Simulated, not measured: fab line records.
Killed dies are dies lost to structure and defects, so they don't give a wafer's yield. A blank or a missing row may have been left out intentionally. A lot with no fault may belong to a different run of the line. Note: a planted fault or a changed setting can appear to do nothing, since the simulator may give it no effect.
fab line records | flow nand_harc
record lots=12 | wafers=36 | last_day=24
route steps=1159 shown P_GATE@215 P_CONTACT@238 END@1159
lots untouched by any fault: they come from a run of this same line in which no faults occurred
start_h: start of the lot's first displayed wafer, in hours after the record's first day | wait_h: time in hours since the lot's previous step | " identical to the entry in the row above | L1.1+2: several wafers, shown together as one row | - value missing, or start not given | * or withheld: withheld | < > ~ a bound
route shown NAME@n: NAME is a module with steps in the file, n the number in the route of the first one | usual: average and standard deviation across the fault-free wafers | same: alike in all rows | chamber/n: place in a boat | sites: readings site by site | _std_site: their standard deviation | _edge_site: the outer-site mean with the inner-site mean subtracted | radius_mm: how far each site lies from the wafer's centre | mask NAME#n: copy n | behind: the tool/chamber that last shaped the wafer | hold: why the lot was held/for how many hours/how that ended | device: the n, p or np transistor that did not switch | end of line: at the end of the route, the tests of the same wafers | where a step has no rows: the recipe by itself | killed: not the wafer's yield, but the dies lost to structure and defects at the first sort | map: a wafer's dies, x killed, . not, _ none there
set.NAME: setting as actually run; set.NAME@STEP: the setting as run at that earlier step | model.NAME: the simulator's own value behind a step, which no gauge read
steps of the route over a sample of lots; a table a step, a row a wafer
services: from which hour (start_h, from the record's first day; less than 0 if before it) a tool's chamber was out of use, for how many hours, and why
## steps
# step NHARC_P_GATE_RTA_82
# recipe temp_c=450 | time_s=30
# usual lamp_power_pct=4.18/0.098 | lamp_zone_4_pct=4.18/0.098 | wafer_temp_C_max=452.6/0.57
lot.wafer | tool          | chamber | start_h | wait_h | lamp_power_pct | lamp_zone_4_pct | wafer_temp_C_max
L110.2    | rtp_anneal-02 | 0       | 111.62  | -      | 4.29           | 4.29            | 453.2
L110.4    | "             | 0       | "       | "      | 4.29           | 4.29            | 453.2
L110.6    | "             | 0       | "       | "      | 4.29           | 4.30            | 452.3
L112.4    | rtp_anneal-02 | 0       | 115.31  | -      | 4.29           | 4.29            | 452.6
L112.5    | "             | 0       | "       | "      | 4.28           | 4.29            | 452.3
L112.6    | "             | 0       | "       | "      | 4.29           | 4.29            | 452.0
L115.4    | rtp_anneal-02 | 0       | 139.31  | -      | 4.29           | 4.29            | 451.7
L115.5    | "             | 0       | "       | "      | 4.29           | 4.29            | 451.7
L115.6    | "             | 0       | "       | "      | 4.29           | 4.29            | 452.6
L120.1    | rtp_anneal-01 | 0       | 167.93  | -      | 4.09           | 4.09            | 452.5
L120.2    | "             | 0       | "       | "      | 4.09           | 4.09            | 452.3
L120.3    | "             | 0       | "       | "      | 4.10           | 4.09            | 453.1
L122.3    | rtp_anneal-01 | 0       | 185.27  | -      | 4.09           | 4.09            | 452.8
L122.4    | "             | 0       | "       | "      | 4.09           | 4.10            | 454.1
L122.5    | "             | 0       | "       | "      | 4.10           | 4.10            | 452.8
L123.1    | rtp_anneal-01 | 0       | 185.47  | -      | 4.09           | 4.09            | 452.8
L123.2    | "             | 0       | "       | "      | 4.09           | 4.09            | 452.9
L123.6    | "             | 0       | "       | "      | 4.08           | 4.09            | 452.9
L125.1    | rtp_anneal-02 | 0       | 200.57  | -      | 4.29           | 4.30            | 452.3
L125.4    | "             | 0       | "       | "      | 4.29           | 4.29            | 454.6
L125.5    | "             | 0       | "       | "      | 4.29           | 4.30            | 451.9
L127.1    | rtp_anneal-01 | 0       | 211.76  | -      | 4.10           | 4.10            | 452.7
L127.4    | "             | 0       | "       | "      | 4.09           | 4.09            | 452.5
L127.5    | "             | 0       | "       | "      | 4.09           | 4.09            | 452.6
L130.2    | rtp_anneal-02 | 0       | 225.36  | -      | 4.29           | 4.29            | 452.3
L130.4    | "             | 0       | "       | "      | 4.30           | 4.29            | 452.2
L130.5    | "             | 0       | "       | "      | 4.30           | 4.29            | 452.7
L131.1    | rtp_anneal-02 | 0       | 235.66  | -      | 4.29           | 4.29            | 452.3
L131.4    | "             | 0       | "       | "      | 4.29           | 4.28            | 452.4
L131.5    | "             | 0       | "       | "      | 4.29           | 4.29            | 452.7
L132.2    | rtp_anneal-01 | 0       | 239.14  | -      | 4.10           | 4.10            | 452.2
L132.4    | "             | 0       | "       | "      | 4.09           | 4.09            | 451.2
L132.5    | "             | 0       | "       | "      | 4.09           | 4.09            | 452.2
L133.1    | rtp_anneal-01 | 0       | 239.81  | -      | 4.09           | 4.10            | 451.9
L133.2    | "             | 0       | "       | "      | 4.10           | 4.10            | 452.6
L133.3    | "             | 0       | "       | "      | 4.10           | 4.10            | 452.7
# step NHARC_P_GATE_INSPECT_68
# usual raw_defect_count=214/71
lot.wafer | tool              | chamber | start_h | wait_h | raw_defect_count
L110.2    | defect_inspect-02 | -       | 111.79  | 0.1    | 179
L110.4    | "                 | -       | "       | "      | 180
L110.6    | "                 | -       | "       | "      | 181
L112.4    | defect_inspect-01 | -       | 115.43  | 0.1    | 177
L112.5    | "                 | -       | "       | "      | 292
L112.6    | "                 | -       | "       | "      | 87
L115.4    | defect_inspect-02 | -       | 139.42  | 0.1    | 189
L115.5    | "                 | -       | "       | "      | 274
L115.6    | "                 | -       | "       | "      | 352
L120.1    | defect_inspect-01 | -       | 168.13  | 0.2    | 264
L120.2    | "                 | -       | "       | "      | 169
L120.3    | "                 | -       | "       | "      | 241
L122.3    | defect_inspect-01 | -       | 185.42  | 0.1    | 196
L122.4    | "                 | -       | "       | "      | 288
L122.5    | "                 | -       | "       | "      | 263
L123.1    | defect_inspect-01 | -       | 185.67  | 0.2    | 209
L123.2    | "                 | -       | "       | "      | 194
L123.6    | "                 | -       | "       | "      | 168
L125.1    | defect_inspect-02 | -       | 200.77  | 0.2    | 172
L125.4    | "                 | -       | "       | "      | 339
L125.5    | "                 | -       | "       | "      | 228
L127.1    | defect_inspect-02 | -       | 211.96  | 0.2    | 153
L127.4    | "                 | -       | "       | "      | 209
L127.5    | "                 | -       | "       | "      | 248
L130.2    | defect_inspect-02 | -       | 225.53  | 0.1    | 295
L130.4    | "                 | -       | "       | "      | 328
L130.5    | "                 | -       | "       | "      | 231
L131.1    | defect_inspect-01 | -       | 235.89  | 0.2    | 99
L131.4    | "                 | -       | "       | "      | 139
L131.5    | "                 | -       | "       | "      | 232
L132.2    | defect_inspect-01 | -       | 239.31  | 0.1    | 355
L132.4    | "                 | -       | "       | "      | 180
L132.5    | "                 | -       | "       | "      | 149
L133.1    | defect_inspect-02 | -       | 240.01  | 0.2    | 276
L133.2    | "                 | -       | "       | "      | 248
L133.3    | "                 | -       | "       | "      | 381
# step NHARC_P_CONTACT_ETCH_18
# recipe target_depth_a=4810 | time_s=240.5 | c4f8_flow_sccm=20 | o2_flow_sccm=10 | ar_flow_sccm=withheld | rf_w=600 | bias_w=1500 | chemistry=C4F8/O2/Ar
# usual oes_product_au=0.959/0.016 | rf_vpp_V=982.8/2.8 | run_length_s=261.7/0.52
lot.wafer | tool        | chamber | start_h | wait_h | oes_product_au | rf_hours_counter_h | rf_vpp_V | run_length_s
L110.2    | rie_diel-10 | 2       | 114.09  | -      | 0.944          | 10                 | 980.8    | 261.0
L110.4    | "           | 3       | "       | "      | 0.938          | 9                  | 988.9    | 262.1
L110.6    | "           | 1       | "       | "      | 0.947          | -                  | 979.8    | 262.5
L112.4    | rie_diel-02 | 0       | 117.76  | -      | 0.981          | 13                 | 980.9    | 261.5
L112.6    | "           | 2       | "       | "      | 0.967          | -                  | 983.6    | 261.3
L112.5    | "           | 3       | "       | "      | 0.953          | -                  | 985.4    | 261.8
L115.4    | rie_diel-10 | 3       | 141.67  | -      | 0.980          | 12                 | 988.2    | 262.0
L115.6    | "           | 2       | "       | "      | 0.978          | -                  | 981.3    | 261.0
L115.5    | "           | 3       | "       | "      | 0.981          | -                  | 987.2    | 262.0
L120.3    | rie_diel-10 | 2       | 170.40  | -      | 0.961          | 14                 | 979.8    | 261.0
L120.1    | "           | 3       | "       | "      | 0.982          | 14                 | 989.7    | 262.6
L120.2    | "           | 0       | "       | "      | 0.989          | 15                 | 980.4    | 207.1
L122.3    | rie_diel-02 | 2       | 187.66  | -      | 0.941          | 4                  | 982.1    | 261.7
L122.5    | "           | 2       | "       | "      | 0.947          | -                  | 984.8    | 261.4
L122.4    | "           | 1       | "       | "      | 0.923          | -                  | 982.3    | 261.2
L123.1    | rie_diel-04 | 2       | 188.10  | -      | 0.960          | 23                 | 985.3    | 262.5
L123.2    | "           | 3       | "       | "      | 0.956          | 26                 | 978.3    | 262.4
L123.6    | "           | 3       | "       | "      | 0.964          | -                  | 978.1    | 262.2
L125.4    | rie_diel-04 | 3       | 203.15  | -      | 0.967          | 33                 | 977.5    | 261.7
L125.1    | "           | 0       | "       | "      | 0.938          | 31                 | 984.3    | 261.3
L125.5    | "           | 0       | "       | "      | 0.942          | -                  | 983.4    | 261.3
L127.1    | rie_diel-02 | 2       | 214.73  | -      | 0.973          | 9                  | 985.0    | 261.4
L127.4    | "           | 2       | "       | "      | 0.970          | -                  | 981.3    | 261.7
L127.5    | "           | 3       | "       | "      | 0.933          | -                  | 986.4    | 261.4
L130.2    | rie_diel-02 | 1       | 228.00  | -      | 0.949          | 11                 | 983.7    | 261.0
L130.5    | "           | 3       | "       | "      | 0.940          | -                  | 985.3    | 261.7
L130.4    | "           | 2       | "       | "      | 0.958          | -                  | 983.0    | 261.6
L131.4    | rie_diel-10 | 1       | 238.20  | -      | 0.922          | 6                  | 979.9    | 262.5
L131.1    | "           | 0       | "       | "      | 0.929          | 4                  | 980.8    | 261.7
L131.5    | "           | 1       | "       | "      | 0.916          | -                  | 978.7    | 262.3
L133.1    | rie_diel-10 | 3       | 242.41  | -      | 0.967          | 6                  | 987.5    | 261.9
L133.3    | "           | 1       | "       | "      | 0.944          | 7                  | 979.9    | 262.3
L133.2    | "           | 2       | "       | "      | 0.980          | 6                  | 979.7    | 261.0
L132.2    | rie_diel-02 | 2       | 242.70  | -      | 0.971          | 12                 | 981.0    | 261.5
L132.5    | "           | 2       | "       | "      | 0.974          | -                  | 983.6    | 261.5
L132.4    | "           | 3       | "       | "      | 0.956          | -                  | 984.2    | 261.4
# step NHARC_P_CONTACT_ETCH_31
# recipe target_depth_a=300 | time_s=85.7 | ion_energy_ev=120 | over_etch_frac=1 | ch3f_flow_sccm=50 | o2_flow_sccm=30 | ar_flow_sccm=200 | rf_w=500 | bias_w=100 | chemistry=CH3F/O2
# usual drypump_motor_current_A=5.74/0.28 | mfc_ar_sccm=200.0/0.57 | oes_product_au=0.985/0.013 | rf_vpp_V=245.5/1 | run_length_s=106.9/0.52 | showerhead_plenum_p_Torr=2.54/0.049 | throttle_valve_pct=20.663/0.0086
lot.wafer | tool        | chamber | start_h | wait_h | drypump_motor_current_A | mfc_ar_sccm | oes_product_au | rf_hours_counter_h | rf_vpp_V | run_length_s | showerhead_plenum_p_Torr | throttle_valve_pct
L110.2    | rie_diel-10 | 2       | -       | -      | 5.57                    | 199.4       | 0.977          | 10                 | 245.1    | 106.1        | 2.50                     | 20.663
L110.4    | "           | 3       | "       | "      | 5.87                    | 200.1       | 0.978          | 9                  | 245.9    | 107.2        | 2.64                     | 20.663
L110.6    | "           | 0       | "       | "      | 5.70                    | 199.4       | 0.996          | -                  | 244.6    | 106.7        | 2.50                     | 20.665
L112.4    | rie_diel-02 | 0       | -       | -      | 5.84                    | 200.1       | 0.994          | 13                 | 244.9    | 106.6        | 2.50                     | 20.655
L112.6    | "           | 0       | "       | "      | 5.86                    | 200.1       | 0.994          | -                  | 248.2    | 106.3        | 2.50                     | 20.664
L112.5    | "           | 1       | "       | "      | 6.32                    | 200.6       | 0.981          | -                  | 245.2    | 106.4        | 2.55                     | 20.673
L115.4    | rie_diel-10 | 3       | -       | -      | 5.90                    | 199.6       | 0.998          | 12                 | 246.4    | 107.1        | 2.64                     | 20.666
L115.6    | "           | 0       | "       | "      | 5.67                    | 200.6       | 0.992          | -                  | 244.2    | 107.2        | 2.50                     | 20.656
L115.5    | "           | 1       | "       | "      | 5.42                    | 199.4       | 0.977          | -                  | 245.7    | 107.7        | 2.50                     | 20.668
L120.1    | rie_diel-10 | 1       | -       | -      | 5.43                    | 200.6       | 0.976          | 15                 | 245.3    | 107.4        | 2.49                     | 20.647
L120.2    | "           | 3       | "       | "      | 5.85                    | 200.2       | 0.994          | 14                 | 246.5    | 107.3        | 2.64                     | 20.655
L120.3    | "           | 0       | "       | "      | 5.69                    | 199.8       | 1.015          | 15                 | 246.1    | 106.8        | 2.50                     | 20.680
L122.3    | rie_diel-02 | 3       | -       | -      | 5.65                    | 200.0       | 0.958          | 4                  | 244.2    | 106.4        | 2.59                     | 20.661
L122.4    | "           | 3       | "       | "      | 5.63                    | 200.2       | 0.967          | -                  | 245.4    | 106.6        | 2.59                     | 20.671
L122.5    | "           | 1       | "       | "      | 6.33                    | 200.3       | 0.961          | -                  | 246.1    | 106.6        | 2.54                     | 20.657
L123.1    | rie_diel-04 | 3       | -       | -      | 6.05                    | 200.5       | 1.001          | 26                 | 245.0    | 106.9        | 2.46                     | 20.678
L123.2    | "           | 0       | "       | "      | 5.75                    | 200.6       | 0.978          | 26                 | 244.5    | 106.6        | 2.56                     | 20.676
L123.6    | "           | 0       | "       | "      | 5.75                    | 200.1       | 0.994          | -                  | 245.5    | 106.6        | 2.56                     | 20.658
L125.4    | rie_diel-04 | 0       | -       | -      | 5.72                    | 199.7       | 1.000          | 32                 | 246.9    | 106.6        | 2.56                     | 20.648
L125.1    | "           | 1       | "       | "      | 5.17                    | 200.9       | 0.982          | 29                 | 246.1    | 107.6        | 2.58                     | 20.655
L125.5    | "           | 1       | "       | "      | 5.19                    | 199.2       | 0.981          | -                  | 246.0    | 107.4        | 2.58                     | 20.667
L127.1    | rie_diel-02 | 1       | -       | -      | 6.33                    | 199.5       | 0.990          | 9                  | 243.8    | 106.6        | 2.54                     | 20.656
L127.5    | "           | 3       | "       | "      | 5.66                    | 199.6       | 0.970          | -                  | 247.1    | 106.5        | 2.59                     | 20.658
L127.4    | "           | 2       | "       | "      | 5.71                    | 200.2       | 0.987          | -                  | 246.0    | 106.6        | 2.55                     | 20.658
L130.2    | rie_diel-02 | 2       | -       | -      | 5.70                    | 199.5       | 0.991          | 11                 | 245.9    | 106.8        | 2.55                     | 20.657
L130.4    | "           | 3       | "       | "      | 5.63                    | 200.6       | 0.977          | -                  | 246.5    | 107.1        | 2.59                     | 20.651
L130.5    | "           | 1       | "       | "      | 6.33                    | 199.5       | 0.975          | -                  | 246.4    | 106.6        | 2.54                     | 20.668
L131.1    | rie_diel-10 | 1       | -       | -      | 5.42                    | 199.5       | 0.960          | 6                  | 244.1    | 107.8        | 2.49                     | 20.668
L131.4    | "           | 2       | "       | "      | 5.57                    | 200.7       | 0.972          | 6                  | 245.0    | 106.2        | 2.49                     | 20.650
L131.5    | "           | 0       | "       | "      | 5.66                    | 199.8       | 0.970          | -                  | 245.7    | 107.1        | 2.50                     | 20.662
L133.3    | rie_diel-10 | 2       | -       | -      | 5.58                    | 199.3       | 0.986          | 6                  | 244.6    | 106.5        | 2.49                     | 20.658
L133.1    | "           | 0       | "       | "      | 5.66                    | 200.8       | 0.980          | 5                  | 246.2    | 106.6        | 2.50                     | 20.652
L133.2    | "           | 1       | "       | "      | 5.41                    | 199.9       | 0.968          | 7                  | 245.4    | 108.1        | 2.49                     | 20.668
L132.2    | rie_diel-02 | 2       | -       | -      | 5.70                    | 199.7       | 0.989          | 12                 | 245.4    | 107.1        | 2.55                     | 20.644
L132.5    | "           | 1       | "       | "      | 6.33                    | 200.7       | 1.001          | -                  | 245.5    | 106.3        | 2.54                     | 20.660
L132.4    | "           | 2       | "       | "      | 5.71                    | 198.7       | 0.988          | -                  | 246.1    | 107.0        | 2.55                     | 20.659
# step NHARC_END_SORT_01
# recipe temp_c=25
# usual killed_at_array=27/8.8 | killed_at_other=0.4/0.82 | killed_at_periphery=3.1/2.1 | killed_dies=31/8.8 | killed_open=3.3/2 | killed_short=2.0/1.4
# same gross_dies=677
lot.wafer | tool      | chamber | start_h | wait_h | killed_at_array | killed_at_other | killed_at_periphery | killed_dies | killed_open | killed_short
L120.1    | prober-02 | 0       | 492.00  | 2.5    | 37              | 1               | 7                   | 45          | 7           | 2
L120.2    | prober-02 | 0       | 492.80  | 2.8    | 27              | 1               | 649                 | 677         | 3           | 0
L120.3    | prober-02 | 0       | 493.61  | 3.1    | 36              | 0               | 7                   | 43          | 2           | 2
# killed by level:class
L120.1 A_CHANNEL_HOLE_D1:chamber_film_flake=20 P_BONDPAD:chamber_film_flake=5 A_BONDPAD:chamber_film_flake=4 A_SGD_CUT:chamber_film_flake=3 P_CONTACT:geometric_particle:open=1 A_ONON_D1:geometric_particle:open=1 A_ONON_D1:geometric_particle:short=1 A_CHANNEL_FILL_D1:geometric_particle:open=1
L120.2 P_CONTACT:area_etch=643 A_CHANNEL_HOLE_D1:chamber_film_flake=17 P_BONDPAD:chamber_film_flake=5 A_WL_FILL:chamber_film_flake=3 A_SGD_CUT:chamber_film_flake=2 A_BONDPAD:chamber_film_flake=2 P_GATE:geometric_particle:open=1 A_ONON_D1:geometric_particle:open=1
L120.3 A_CHANNEL_HOLE_D1:chamber_film_flake=23 A_BONDPAD:chamber_film_flake=8 P_BONDPAD:chamber_film_flake=4 A_WL_FILL:geometric_particle:short=2 P_CONTACT:geometric_particle:open=1 A_BLC:geometric_particle:open=1 P_ZERO_WELL:chamber_film_flake=1 P_STI:chamber_film_flake=1
## services
tool        | chamber | start_h | hours | kind
rie_diel-04 | 0       | 89.38   | 2.4   | repair
rie_diel-02 | 0       | 105.25  | -     | clean
rie_diel-02 | 1       | 105.25  | -     | clean
rie_diel-02 | 2       | 105.25  | -     | clean
rie_diel-02 | 3       | 105.25  | -     | clean
rie_diel-10 | 0       | 106.50  | -     | clean
rie_diel-10 | 1       | 106.50  | -     | clean
rie_diel-10 | 2       | 106.50  | -     | clean
rie_diel-10 | 3       | 106.50  | -     | clean
rie_diel-10 | 3       | 109.29  | 4.2   | repair
rie_diel-04 | -       | 111.90  | 9.0   | pm
rie_diel-02 | 0       | 129.76  | -     | clean
rie_diel-02 | 1       | 129.76  | -     | clean
rie_diel-02 | 2       | 129.76  | -     | clean
rie_diel-02 | 3       | 129.76  | -     | clean
rie_diel-10 | 0       | 131.00  | -     | clean
rie_diel-02 | 3       | 146.40  | 16.2  | repair
rie_diel-02 | -       | 150.70  | 9.0   | pm
rie_diel-04 | 2       | 157.57  | 3.5   | repair
rie_diel-02 | 0       | 161.30  | 121.7 | repair
rie_diel-02 | 3       | 172.27  | 4.1   | repair
rie_diel-10 | -       | 176.50  | 9.0   | pm
rie_diel-10 | -       | 190.90  | 0.1   | repair
rie_diel-10 | 0       | 210.45  | 7.4   | repair
## key
first_sign step=NHARC_P_CONTACT_ETCH_18 | reading=run_length_s | direction=down | sigmas=99+ | usual=* | struck=*
effect step=NHARC_END_SORT_01 | reading=killed_at_periphery | direction=up | sigmas=99+ | usual=3.1 | struck=649
more_kills_born_at NHARC_P_CONTACT_ETCH_18@rie_diel-10=643
met_at NHARC_P_CONTACT_ETCH_18
struck_lots L120
struck_wafers L120.2
later_rows_left_out L120.2
tester_left_out L120
not_acting_at NHARC_P_GATE_RTA_82,NHARC_P_GATE_INSPECT_68,NHARC_P_CONTACT_ETCH_31
fault kind=process_parameter_drift | tool=rie_diel-10 | chamber=0 | onset_h=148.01 | steps=NHARC_P_CONTACT_ETCH_18 | channel=time_s | offset=* | shape=step | end_h=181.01 | acts_in=* | stated=*
# tester_left_out: of these lots the tester's yield and bins aren't shown, on N5 and GAA mostly nor the transistor test; their killed dies are dies lost to structure and defects alone, not to doping, threshold or leakage, so they don't give the yield
# later_rows_left_out: the simulator's readings of these wafers behind a module that went badly wrong aren't trusted and aren't shown, but for the sort
